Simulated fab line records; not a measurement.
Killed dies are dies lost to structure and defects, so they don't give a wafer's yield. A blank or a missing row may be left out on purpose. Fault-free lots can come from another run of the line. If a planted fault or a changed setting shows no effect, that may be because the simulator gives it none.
Shared-tool check / flow nand_harc / Sample size 4 lots and 12 wafers

WHY IT WAS OPENED
Flagged at NHARC_END_SORT_01: reading killed_at_array, on 2 of 4 lots. Wafers without a fault read 27, standard deviation 9.3.
Rule: a lot is flagged in two cases, either no wafer of it has a number, or all its wafers with numbers fall more than 4 standard deviations from that mean. The rest of the lots are taken to be sound.

lot=L192; measured=day 21 08:33; on=prober-01; killed_at_array, wafer by wafer=25 24 26; flag=
lot=L201; measured=day 24 06:12; on=prober-01; killed_at_array, wafer by wafer=78 73 67; flag=FLAGGED
lot=L203; measured=day 24 15:28; on=prober-01; killed_at_array, wafer by wafer=31 28 30; flag=
lot=L204; measured=day 24 19:13; on=prober-02; killed_at_array, wafer by wafer=99 106 88; flag=FLAGGED
The mean of the flagged lots' numbers is 85, +58 from the usual (+6 standard deviations).

LOT BY LOT: THE TOOL USED
4 process steps preceding the reading are held in the record, out of 1159 steps in the route. In each cell: the tool, then ch and the chambers that the sampled wafers went through, then the start.
lot=L192; flag=; NHARC_A_ONON_D1_DEP_16=pecvd_onon-03 ch 0, day 10 06:24; NHARC_THIN_TSV_DEGAS_49=pvd_sputter-01, day 20 19:37; NHARC_THIN_TSV_PRE_CLEAN_50=pvd_sputter-01, day 21 08:33 or earlier; NHARC_THIN_TSV_PVD_51=pvd_sputter-01, day 21 08:33 or earlier
lot=L201; flag=FLAGGED; NHARC_A_ONON_D1_DEP_16=pecvd_onon-01 ch 0, day 12 20:26; NHARC_THIN_TSV_DEGAS_49=pvd_sputter-03, day 23 15:29; NHARC_THIN_TSV_PRE_CLEAN_50=pvd_sputter-03, day 24 06:12 or earlier; NHARC_THIN_TSV_PVD_51=pvd_sputter-03, day 24 06:12 or earlier
lot=L203; flag=; NHARC_A_ONON_D1_DEP_16=pecvd_onon-03 ch 0, day 13 04:29; NHARC_THIN_TSV_DEGAS_49=pvd_sputter-03, day 24 04:34; NHARC_THIN_TSV_PRE_CLEAN_50=pvd_sputter-03, day 24 15:28 or earlier; NHARC_THIN_TSV_PVD_51=pvd_sputter-03, day 24 15:28 or earlier
lot=L204; flag=FLAGGED; NHARC_A_ONON_D1_DEP_16=pecvd_onon-01 ch 0, day 13 08:34; NHARC_THIN_TSV_DEGAS_49=pvd_sputter-02, day 24 03:21; NHARC_THIN_TSV_PRE_CLEAN_50=pvd_sputter-02, day 24 19:13 or earlier; NHARC_THIN_TSV_PVD_51=pvd_sputter-02, day 24 19:13 or earlier
What is done by these steps:
- NHARC_A_ONON_D1_DEP_16: target thk 1000 nm.
- NHARC_THIN_TSV_DEGAS_49: time 120 s.
- NHARC_THIN_TSV_PRE_CLEAN_50: time 30 s.
- NHARC_THIN_TSV_PVD_51: deposits Cu, target thk 100 nm.
- NHARC_END_SORT_01

FLAGGED AGAINST TOTAL, ONE TOOL AT A TIME (gauges that did the reading follow at the end)
step=NHARC_A_ONON_D1_DEP_16; tool=pecvd_onon-01; lots run=2; flagged=2; share of the flagged lots=all; sound lots run after its first flagged lot=0
step=NHARC_A_ONON_D1_DEP_16; tool=pecvd_onon-03; lots run=2; flagged=0; share of the flagged lots=none; sound lots run after its first flagged lot=-
step=NHARC_THIN_TSV_DEGAS_49; tool=pvd_sputter-01; lots run=1; flagged=0; share of the flagged lots=none; sound lots run after its first flagged lot=-
step=NHARC_THIN_TSV_DEGAS_49; tool=pvd_sputter-02; lots run=1; flagged=1; share of the flagged lots=some; sound lots run after its first flagged lot=0
step=NHARC_THIN_TSV_DEGAS_49; tool=pvd_sputter-03; lots run=2; flagged=1; share of the flagged lots=some; sound lots run after its first flagged lot=1 (L203)
step=NHARC_THIN_TSV_PRE_CLEAN_50; tool=pvd_sputter-01; lots run=1; flagged=0; share of the flagged lots=none; sound lots run after its first flagged lot=-
step=NHARC_THIN_TSV_PRE_CLEAN_50; tool=pvd_sputter-02; lots run=1; flagged=1; share of the flagged lots=some; sound lots run after its first flagged lot=0
step=NHARC_THIN_TSV_PRE_CLEAN_50; tool=pvd_sputter-03; lots run=2; flagged=1; share of the flagged lots=some; sound lots run after its first flagged lot=1 (L203)
step=NHARC_THIN_TSV_PVD_51; tool=pvd_sputter-01; lots run=1; flagged=0; share of the flagged lots=none; sound lots run after its first flagged lot=-
step=NHARC_THIN_TSV_PVD_51; tool=pvd_sputter-02; lots run=1; flagged=1; share of the flagged lots=some; sound lots run after its first flagged lot=0
step=NHARC_THIN_TSV_PVD_51; tool=pvd_sputter-03; lots run=2; flagged=1; share of the flagged lots=some; sound lots run after its first flagged lot=1 (L203)
step=NHARC_END_SORT_01; tool=prober-01; lots run=3; flagged=1; share of the flagged lots=some; sound lots run after its first flagged lot=1 (L203)
step=NHARC_END_SORT_01; tool=prober-02; lots run=1; flagged=1; share of the flagged lots=some; sound lots run after its first flagged lot=0
Because NHARC_THIN_TSV_PRE_CLEAN_50 lacks a start for some lots, the hours and order of its lots are taken from NHARC_END_SORT_01. Because NHARC_THIN_TSV_PVD_51 lacks a start for some lots, the hours and order of its lots are taken from NHARC_END_SORT_01.

WHAT THE TABLE ALLOWS
1 row of the table ran every flagged lot: pecvd_onon-01 at NHARC_A_ONON_D1_DEP_16.
- pecvd_onon-01 at NHARC_A_ONON_D1_DEP_16 ran 2 lots, 2 of them flagged. The start can't be narrowed down: in this sample, it ran no sound lot prior to its first flagged lot.
One tool is left: pecvd_onon-01 at NHARC_A_ONON_D1_DEP_16.

WHAT THE SIMULATOR PUT IN
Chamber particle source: pecvd_onon-01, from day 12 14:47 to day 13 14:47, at NHARC_A_ONON_D1_DEP_16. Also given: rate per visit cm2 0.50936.
Struck lots among those shown: L201, L204. The rule above found the same.
